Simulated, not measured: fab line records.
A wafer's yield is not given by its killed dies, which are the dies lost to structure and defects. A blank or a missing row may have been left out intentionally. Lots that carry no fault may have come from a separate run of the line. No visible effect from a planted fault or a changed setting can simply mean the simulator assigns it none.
Matching of chambers | flow nand_harc | ald_hk-04 running NHARC_A_CHANNEL_FILL_D1_ALD_25: 4 sister chambers
The step deposits SiOx, target thk 60 nm, pulse time 10 s, ald cycles 600. 4 wafers are shown with their chamber, then 8 later ones without.

## WAFERS WITH THEIR CHAMBER
wafer  | chamber | heater_power_w (W)
L082.4 | 3       | 439
L086.1 | 1       | 427
L086.2 | 0       | 483
L086.5 | 2       | 527

## WAFERS WHOSE CHAMBER IS MISSING
wafer  | heater_power_w (W)
L086.4 | 443
L086.6 | 420
L093.1 | 515
L093.2 | 452
L093.3 | 478
L093.4 | 422
L093.5 | 507
L093.6 | 439

## THE CHAMBER EACH PASSED THROUGH
wafer  | from the rows above          | in truth
L086.4 | can't be placed: 3 or 1      | 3
L086.6 | can't be placed: 1 or 3      | 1
L093.1 | can't be placed: 2 or 0      | 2
L093.2 | can't be placed: 3 or 1 or 0 | 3
L093.3 | 0                            | 0
L093.4 | can't be placed: 1 or 3      | 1
L093.5 | can't be placed: 2 or 0      | 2
L093.6 | can't be placed: 3 or 1      | 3
Correctly placed: 1 of 8. Unplaceable from these rows: 7, with the true chamber sitting among the candidates in 7. Placed wrongly: 0.
How it was worked out, from the rows above alone: a wafer's distance from a chamber is the root of the sum, over the readings, of the square of ((its reading less the chamber's mean) divided by the reading's scatter). If the next closest chamber is less than 2 further off than the closest, the wafer can't be placed; otherwise it belongs to the closest. Each chamber's mean is taken over the wafers shown for it. The scatter: root of mean squared gap, hidden wafer to nearest shown wafer, with one shown wafer a chamber.
